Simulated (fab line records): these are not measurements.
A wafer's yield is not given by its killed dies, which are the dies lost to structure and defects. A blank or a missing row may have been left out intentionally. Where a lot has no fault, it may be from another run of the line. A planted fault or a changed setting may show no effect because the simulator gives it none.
Chamber matching ; flow nand-harc ; 3 sister chambers for NHARC_A_BONDPAD_DEP_00 on pecvd-04
The step deposits SiCN, target thk 250 nm. 3 wafers are shown with their chamber, then 10 later ones without.

## WAFERS, EACH WITH ITS CHAMBER
wafer;chamber;heater-power-w (W)
L805.2;1;611
L812.1;2;728
L812.4;0;500

## WAFERS WITHOUT THEIR CHAMBER
wafer;heater-power-w (W)
L812.6;547
L814.2;796
L814.3;485
L814.4;505
L817.1;701
L817.4;522
L817.5;729
L816.2;537
L816.4;527
L816.5;528

## WHICH CHAMBER EACH WENT THROUGH
wafer;from the rows above;in truth
L812.6;can't be placed: 0 or 1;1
L814.2;2;2
L814.3;0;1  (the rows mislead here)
L814.4;0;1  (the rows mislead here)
L817.1;can't be placed: 2 or 1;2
L817.4;0;0
L817.5;2;2
L816.2;can't be placed: 0 or 1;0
L816.4;can't be placed: 0 or 1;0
L816.5;can't be placed: 0 or 1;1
Placed correctly: 3 of 10. Cannot be placed on the basis of these rows: 5; the candidates contain the true chamber in 5. Wrongly placed: 2.
How it was worked out, from the rows above alone: a wafer's distance from a chamber is the root of the sum, over the readings, of the square of ((its reading less the chamber's mean) divided by the reading's scatter). If the next closest chamber is less than 2 further off than the closest, the wafer can't be placed; otherwise it belongs to the closest. For every chamber, the mean is computed from those of its wafers that are shown. The scatter: with one shown wafer a chamber, the root of the mean of the squares of how far each hidden wafer lies from its nearest shown one.
